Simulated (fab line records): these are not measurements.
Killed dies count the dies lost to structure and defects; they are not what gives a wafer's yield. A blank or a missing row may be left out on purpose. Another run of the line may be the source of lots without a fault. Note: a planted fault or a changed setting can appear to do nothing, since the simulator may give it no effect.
Split-lot study + flow n5_finfet + 21 wafers read across 7 lots, on a route 1938 steps long

ON THE SPLIT
At N5_SDB_COAT_03 (time 60 s, resist thk 100 nm), the setting spin_rpm was moved away from the recipe's 1500 rpm on 8 of the 21 wafers read, by -8.9% to +10.5%. This setting was run at the recipe's value on the other wafers.

FROM THE SPLIT TO THE READING: what the file shows between them, 7 steps
- N5_SDB_COAT_04: time 60 s, resist thk 18 nm
- N5_SDB_COAT_05: resist thk 90 nm
- N5_SDB_DESCUM_16: chemistry O2, time 7.9 s
- N5_SDB_ETCH_17: etches SiARC in CF4, target depth 23.4 nm, time 39 s
- N5_SDB_ETCH_18: etches SOC in N2/H2, target depth 100 nm, overetch 20 nm, time 150 s
- N5_SDB_STRIP_19: strips in N2/H2
- N5_SDB_STRIP_21: strips in CF4

THE READING
SOC_of_SDB_COAT_03.thk_nm (the simulator's own value, which no gauge read), in nm, at N5_SDB_HM_OPEN_20 (chemistry CH3F/O2, target SiNx, stops on poly-Si, target depth 24 nm). There is no usual value for it anywhere in the file. Across the 13 wafers here that went through the recipe, the average is 84.4 nm and the standard deviation 0.41 nm.

| wafer  | tool, chamber at the split | spin_rpm as run, rpm | against the recipe | SOC_of_SDB_COAT_03.thk_nm, nm | against lot-mates on the recipe |
|--------|----------------------------|----------------------|--------------------|-------------------------------|---------------------------------|
| L075.1 | litho_track-02, 0          | 1500                 | recipe             | 84.2                          | -                               |
| L075.2 | litho_track-02, 0          | 1500                 | recipe             | 84.6                          | -                               |
| L075.6 | litho_track-02, 0          | 1500                 | recipe             | 85                            | -                               |
| L083.1 | litho_track-01, 0          | 1657                 | +10.5%             | 79.8                          | -4.3                            |
| L083.3 | litho_track-01, 0          | 1500                 | recipe             | 83.4                          | -                               |
| L083.5 | litho_track-01, 0          | 1500                 | recipe             | 84.8                          | -                               |
| L091.1 | litho_track-02, 0          | 1448                 | -3.5%              | 87                            | +2.8                            |
| L091.2 | litho_track-02, 0          | 1500                 | recipe             | 84.2                          | -                               |
| L091.3 | litho_track-02, 0          | 1500                 | recipe             | 84.2                          | -                               |
| L092.1 | litho_track-05, 0          | 1366                 | -8.9%              | 89.4                          | +4.8                            |
| L092.3 | litho_track-05, 0          | 1366                 | -8.9%              | 89.2                          | +4.6                            |
| L092.4 | litho_track-05, 0          | 1500                 | recipe             | 84.6                          | -                               |
| L095.3 | litho_track-02, 0          | 1556                 | +3.7%              | 82.4                          | -2.4                            |
| L095.4 | litho_track-02, 0          | 1500                 | recipe             | 84.8                          | -                               |
| L095.5 | litho_track-02, 0          | 1556                 | +3.7%              | 82                            | -2.8                            |
| L096.1 | litho_track-02, 0          | 1500                 | recipe             | 84.6                          | -                               |
| L096.4 | litho_track-02, 0          | 1500                 | recipe             | 84.6                          | -                               |
| L096.5 | litho_track-02, 0          | 1500                 | recipe             | 84.6                          | -                               |
| L097.1 | litho_track-01, 0          | 1612                 | +7.5%              | 80.6                          | -3.4                            |
| L097.4 | litho_track-01, 0          | 1500                 | recipe             | 84                            | -                               |
| L097.6 | litho_track-01, 0          | 1612                 | +7.5%              | 80.4                          | -3.6                            |

FIT RESULTS
A straight line over all 21 wafers: SOC_of_SDB_COAT_03.thk_nm changes by -0.524 nm for each +1% of spin_rpm; r = -0.98; the points scatter about the line by 0.44 nm.
The same after taking each lot's own level away (the mean of its wafers on the recipe; 21 wafers): -0.502 nm for each +1%; r = -0.98; scatter 0.49 nm.
The reading moves by 5.3 nm for the largest change in spin_rpm, on that fit.
The span of the lots' own levels, 84.00 to 84.80 nm, comes to 2.0 times the standard deviation stated above.
So the lot-to-lot level changes the slope little: the two slopes agree.
Check: -5.54 nm against its lot-mates is what the line predicts for one of the wafers moved furthest among these (+10.5%) when that wafer is left out of the fit. It came out at -4.3 nm against them.

THE WHOLE CHAIN: every reading that the file lists as answering this split, in the file's order
| step              | what it does                                                         | reading                                                                    | change (the file's fit)               | r (the file's) |
|-------------------|----------------------------------------------------------------------|----------------------------------------------------------------------------|---------------------------------------|----------------|
| N5_SDB_COAT_03    | time 60 s, resist thk 100 nm                                         | SOC_of_SDB_COAT_03.thk_nm (the simulator's own value, which no gauge read) | -0.496 nm for each +1% of the setting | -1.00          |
| N5_SDB_ETCH_18    | etches SOC in N2/H2, target depth 100 nm, overetch 20 nm, time 150 s | etch.depth_nm (the simulator's own value, which no gauge read)             | -0.491 nm for each +1% of the setting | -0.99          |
| N5_SDB_HM_OPEN_20 | chemistry CH3F/O2, target SiNx, stops on poly-Si, target depth 24 nm | SOC_of_SDB_COAT_03.thk_nm (the simulator's own value, which no gauge read) | -0.489 nm for each +1% of the setting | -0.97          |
| N5_SDB_STRIP_22   | strips in N2/H2                                                      | strip_time_to_endpoint_s                                                   | withheld for each +1% of the setting  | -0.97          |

THE FILE'S OWN FIT
SOC_of_SDB_COAT_03.thk_nm changes by -0.489 nm for each +1% of spin_rpm, r = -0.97.
